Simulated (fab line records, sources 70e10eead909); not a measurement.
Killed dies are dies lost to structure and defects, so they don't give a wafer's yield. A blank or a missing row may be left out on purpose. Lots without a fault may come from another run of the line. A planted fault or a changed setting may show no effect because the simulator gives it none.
fab line records | flow nand_harc
record lots=13 wafers=39 last_day=33
route steps=1302 shown P_BONDPAD@370 A_CHANNEL_HOLE_D1@460
lots that met no fault: from a run of the same line without faults
start_h: hours from the record's first day to the start of the lot's first wafer shown | wait_h: hours since the lot's step before | " the same as in the row above | L1.1+2: a row that stands for several wafers | - no value, or no start given | * or withheld: withheld | < > ~ a bound
route shown NAME@n: a module of which the file shows steps, and the number in the route of the first | usual: mean/standard deviation of fault-free wafers | same: alike in all rows | chamber/n: place in a boat | sites: the reading at each site | _std_site: their standard deviation | _edge_site: outer sites' mean less inner sites' | radius_mm: how far each site lies from the wafer's centre | mask NAME#n: copy n | behind: the tool/chamber that last shaped the wafer | hold: why the lot was held/for how many hours/how that ended | device: the transistor (n, p or np) that didn't switch | end of line: the same wafers' tests at the end of the route | a step without rows: its recipe alone | killed: dies lost to structure and defects at the first sort, not the wafer's yield | map: a wafer's dies, x killed, . not, _ none there
set.NAME: the setting as run; set.NAME@STEP: as run at that earlier step | model.NAME: the simulator's own value behind a step, which no gauge read
steps of the route over a sample of lots; a table a step, a row a wafer
services: from which hour (start_h, from the record's first day; less than 0 if before it) a tool's chamber was out of use, for how many hours, and why
## steps
# step NHARC_P_BONDPAD_CD_MEAS_13
# usual cd_nm=498.5/2.4
# columns lot.wafer tool chamber start_h wait_h cd_nm
L193.2 cd_sem-01 - 131.67 - 500.7
L193.3 " - " " 494.8
L193.6 " - " " 500.2
L194.3 cd_sem-03 - 140.31 - 499.1
L194.4 " - " " 497.1
L194.6 " - " " 500.8
L195.1 cd_sem-01 - 156.34 - 498.3
L195.5 " - " " 494.0
L195.6 " - " " 500.8
L199.1 cd_sem-03 - 203.37 - 497.1
L199.2 " - " " 502.1
L199.5 " - " " 498.4
L206.1 cd_sem-02 - 260.16 - 495.8
L206.5 " - " " 499.8
L206.6 " - " " 498.3
L208.2 cd_sem-03 - 282.70 - 494.4
L208.5 " - " " 499.4
L208.6 " - " " 497.5
L209.1 cd_sem-01 - 302.64 - 502.1
L209.4 " - " " 499.9
L209.5 " - " " 500.3
L210.1 cd_sem-03 - 304.87 - 499.3
L210.3 " - " " 498.0
L210.4 " - " " 497.0
L211.2 cd_sem-02 - 321.23 - 499.5
L211.3 " - " " 496.7
L211.4 " - " " 497.8
L212.2 cd_sem-03 - 321.58 - 498.6
L212.4 " - " " 495.2
L212.6 " - " " 497.8
L213.1 cd_sem-03 - 335.32 - 500.9
L213.4 " - " " 502.5
L213.6 " - " " 498.1
L215.1 cd_sem-03 - 366.27 - 496.9
L215.3 " - " " 500.0
L215.6 " - " " 500.5
L216.1 cd_sem-03 - 369.29 - 499.0
L216.2 " - " " 496.0
L216.3 " - " " 496.5
# step NHARC_A_CHANNEL_HOLE_D1_PEB_08
# recipe peb_temp_c=100 peb_time_s=65
# columns lot.wafer tool chamber start_h wait_h
L193.2+3+6 litho_track-04 0 172.23 0.1
L194.3+4+6 litho_track-04 0 182.76 0.0
L195.1+5+6 litho_track-01 0 201.11 0.1
L199.1+2+5 litho_track-01 0 246.22 0.1
L206.1+5+6 litho_track-04 0 302.73 0.1
L208.2+5+6 litho_track-04 0 324.07 0.1
L210.1+3+4 litho_track-01 0 345.49 0.1
L209.1+4+5 litho_track-01 0 345.65 0.1
L212.2+4+6 litho_track-04 0 367.15 0.1
L211.2+3+4 litho_track-04 0 367.30 0.1
L213.1+4+6 litho_track-06 0 378.39 0.1
L215.1+3+6 litho_track-06 0 407.17 0.1
L216.1+2+3 litho_track-01 0 411.84 0.1
# step NHARC_A_CHANNEL_HOLE_D1_CD_MEAS_10
# recipe target_cd_nm=100 landing_energy_ev=500
# usual cd_nm=100.3/0.78
# columns lot.wafer tool chamber start_h wait_h cd_nm
L193.2 cd_sem-01 0 172.32 - 100.0
L193.3 " 0 " " 99.1
L193.6 " 0 " " 99.7
L194.3 cd_sem-02 0 182.84 - 99.8
L194.4 " 0 " " 99.1
L194.6 " 0 " " 100.3
L195.1 cd_sem-03 0 201.19 - 100.4
L195.5 " 0 " " 101.4
L195.6 " 0 " " 100.3
L199.1 cd_sem-01 0 246.30 - 100.5
L199.2 " 0 " " 103.2
L199.5 " 0 " " 104.5
L206.1 cd_sem-02 0 302.81 - 99.3
L206.5 " 0 " " 99.6
L206.6 " 0 " " 98.9
L208.2 cd_sem-02 0 324.15 - 99.4
L208.5 " 0 " " 98.5
L208.6 " 0 " " 100.0
L210.1 cd_sem-01 0 345.57 - 100.6
L210.3 " 0 " " 101.0
L210.4 " 0 " " 100.9
L209.1 cd_sem-01 0 345.72 - 100.0
L209.4 " 0 " " 100.0
L209.5 " 0 " " 100.5
L212.2 cd_sem-02 0 367.23 - 99.5
L212.4 " 0 " " 100.0
L212.6 " 0 " " 99.5
L211.2 cd_sem-03 0 367.38 - 100.6
L211.3 " 0 " " 99.4
L211.4 " 0 " " 99.4
L213.1 cd_sem-02 0 378.47 - 101.1
L213.4 " 0 " " 101.6
L213.6 " 0 " " 100.3
L215.1 cd_sem-02 0 407.25 - 100.9
L215.3 " 0 " " 100.9
L215.6 " 0 " " 101.2
L216.1 cd_sem-01 0 411.92 - 101.3
L216.2 " 0 " " 100.7
L216.3 " 0 " " 101.0
# step NHARC_A_CHANNEL_HOLE_D1_ETCH_20
# recipe bias_v=3000 source_w=withheld pressure_mtorr=20 time_s=361.9 ar_flow_sccm=375 c4f8_flow_sccm=89.3 o2_flow_sccm=35.7 temp_c=-20 target_depth_a=16000 chemistry=C4F8/O2/Ar
# usual drypump_motor_current_A=5.46/0.3 showerhead_plenum_p_Torr=3.63/0.095 throttle_valve_pct=32.156/0.0088
# columns lot.wafer tool chamber start_h wait_h drypump_motor_current_A rf_hours_counter_h showerhead_plenum_p_Torr throttle_valve_pct
L193.2 har_etch-02 1 173.84 0.1 5.72 295 3.77 32.152
L193.3 " 1 " " 5.69 - 3.77 32.156
L193.6 " 0 " " 5.22 - 3.64 32.164
L194.4 har_etch-02 1 186.57 0.2 5.70 - 3.76 32.164
L194.3 " 0 " " 5.22 - 3.63 32.154
L194.6 " 0 " " 5.22 - 3.63 32.160
L195.1 har_etch-01 0 202.66 0.1 5.11 95 3.65 32.168
L195.6 " 0 " " 5.13 - 3.65 32.159
L195.5 " 1 " " 5.81 - 3.57 32.152
L199.2 har_etch-01 1 247.78 0.1 5.81 122 3.55 32.166
L199.1 " 0 " " 5.12 122 3.64 32.151
L199.5 " 0 " " 5.14 - 3.64 32.156
L206.1 har_etch-01 0 304.29 0.1 5.11 161 3.61 32.155
L206.5 " 0 " " 5.11 - 3.61 32.161
L206.6 " 1 " " 5.81 - 3.53 32.162
L208.2 har_etch-01 1 327.36 0.1 5.80 172 3.53 32.155
L208.6 " 0 " " 5.12 - 3.61 32.143
L208.5 " 1 " " 5.79 - 3.53 32.162
L210.1 har_etch-02 1 347.05 0.1 5.70 390 3.71 32.170
L210.3 " 1 " " 5.75 - 3.71 32.169
L210.4 " 0 " " 5.22 - 3.59 32.150
L209.1 har_etch-01 0 347.21 0.1 5.13 180 3.61 32.166
L209.4 " 1 " " 5.81 - 3.52 32.172
L209.5 " 1 " " 5.80 - 3.52 32.157
L212.2 har_etch-02 1 370.68 0.1 5.71 405 3.71 32.182
L212.4 " 0 " " 5.23 - 3.58 32.147
L212.6 " 0 " " 5.21 - 3.58 32.141
L211.2 har_etch-01 1 371.24 0.1 5.80 195 3.51 32.150
L211.3 " 0 " " 5.13 - 3.60 32.147
L211.4 " 1 " " 5.81 - 3.51 32.148
L213.1 har_etch-01 1 382.16 0.1 5.80 203 3.51 32.163
L213.4 " 1 " " 5.79 - 3.51 32.157
L213.6 " 1 " " 5.80 - 3.51 32.149
L215.1 har_etch-01 1 408.90 0.1 5.80 222 3.50 32.146
L215.3 " 1 " " 5.81 - 3.50 32.152
L215.6 " 1 " " 5.82 - 3.50 32.152
L216.2 har_etch-02 1 415.41 0.1 5.69 15 3.69 32.156
L216.1 " 0 " " 5.22 15 3.92 32.142
L216.3 " 0 " " 5.21 - 3.92 32.182
# step NHARC_A_CHANNEL_HOLE_D1_XSEM_31
# recipe landing_energy_ev=35000
# usual bot_cd_nm=74.3/1.9 bow_nm=8.61/0.24 tilt_deg=0.07/0.044
# columns lot.wafer tool chamber start_h wait_h bot_cd_nm bow_nm tilt_deg
L193.2 xsem-02 0 179.32 0.1 72.4 8.96 -0.03
L193.3 " 0 " " 74.4 9.04 -0.03
L193.6 " 0 " " 74.0 8.96 -0.03
L194.3 xsem-02 0 191.98 0.1 74.1 8.55 0.04
L194.4 " 0 " " 71.2 8.49 0.04
L194.6 " 0 " " 74.3 8.52 0.04
L195.1 xsem-01 0 208.17 0.1 75.9 8.15 0.08
L195.5 " 0 " " 75.9 8.15 0.08
L195.6 " 0 " " 73.5 8.15 0.08
L199.1 xsem-01 0 253.28 0.1 71.7 8.65 0.06
L199.2 " 0 " " 76.9 8.66 0.06
L199.5 " 0 " " 74.1 8.66 0.06
L206.1 xsem-02 0 309.80 0.1 76.0 8.74 0.06
L206.5 " 0 " " 74.3 8.76 0.06
L206.6 " 0 " " 75.3 8.77 0.06
L208.2 xsem-02 0 332.83 0.1 71.5 8.47 0.11
L208.5 " 0 " " 70.8 8.53 0.11
L208.6 " 0 " " 74.9 8.53 0.11
L210.1 xsem-01 0 352.54 0.1 78.0 8.38 0.10
L210.3 " 0 " " 75.8 8.39 0.10
L210.4 " 0 " " 73.5 8.41 0.10
L209.1 xsem-02 0 352.68 0.1 75.2 8.58 0.02
L209.4 " 0 " " 71.7 8.62 0.02
L209.5 " 0 " " 72.9 8.58 0.02
L212.2 xsem-02 0 376.14 0.1 75.5 8.60 0.08
L212.4 " 0 " " 74.9 8.52 0.08
L212.6 " 0 " " 75.7 8.58 0.07
L211.2 xsem-02 0 377.12 0.1 72.6 9.17 -0.04
L211.3 " 0 " " 74.5 9.28 -0.05
L211.4 " 0 " " 72.3 9.30 -0.04
L213.1 xsem-02 0 387.59 0.1 77.2 8.52 0.07
L213.4 " 0 " " 75.3 8.54 0.06
L213.6 " 0 " " 76.1 8.65 0.07
L215.1 xsem-02 0 414.36 0.1 78.3 8.41 0.03
L215.3 " 0 " " 76.5 8.30 0.03
L215.6 " 0 " " 76.8 8.40 0.03
L216.1 xsem-01 0 420.89 0.1 76.2 8.59 0.06
L216.2 " 0 " " 77.1 8.51 0.06
L216.3 " 0 " " 76.0 8.50 0.06
## services
# columns tool chamber start_h hours kind
har_etch-02 0 150.69 - consumable_replace:focus_ring
har_etch-02 0 150.69 17.0 scheduled_down
har_etch-02 0 150.69 17.0 vent_cycle
litho_track-01 - 155.00 7.0 pm
litho_track-06 - 179.00 7.0 pm
litho_track-04 - 203.00 7.0 pm
litho_track-01 - 330.00 7.0 pm
litho_track-06 - 354.00 7.0 pm
xsem-01 - 374.00 14.0 pm
litho_track-04 - 378.00 7.0 pm
har_etch-02 - 378.86 17.0 pm
har_etch-02 0 378.86 17.0 vent_cycle
har_etch-02 1 378.86 17.0 vent_cycle
har_etch-02 0 395.86 - clean
har_etch-02 0 395.86 - consumable_replace:focus_ring
har_etch-02 0 395.86 - consumable_replace:showerhead
har_etch-02 1 395.86 - clean
har_etch-02 1 395.86 - consumable_replace:esc
har_etch-02 1 395.86 - consumable_replace:focus_ring
## key
first_sign step=NHARC_A_CHANNEL_HOLE_D1_CD_MEAS_10 reading=cd_nm direction=up sigmas=4.5 usual=100.3 struck=103.9
effect none on later readings
met_at NHARC_A_CHANNEL_HOLE_D1_PEB_08
struck_lots L199
struck_wafers L199.2,L199.5
tester_left_out L199
not_acting_at NHARC_P_BONDPAD_CD_MEAS_13,NHARC_A_CHANNEL_HOLE_D1_ETCH_20,NHARC_A_CHANNEL_HOLE_D1_XSEM_31
onset_between 201.11 246.22
fault kind=process_parameter_drift tool=litho_track-01 chamber=- onset_h=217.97 steps=NHARC_A_CHANNEL_HOLE_D1_PEB_08 channel=peb_time_s offset=* shape=step end_h=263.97 scope=struck_wafers_only acts_in=* stated=*
# tester_left_out: of these lots the tester's yield and bins aren't shown, on N5 and GAA mostly nor the transistor test; their killed dies are dies lost to structure and defects alone, not to doping, threshold or leakage, so they don't give the yield
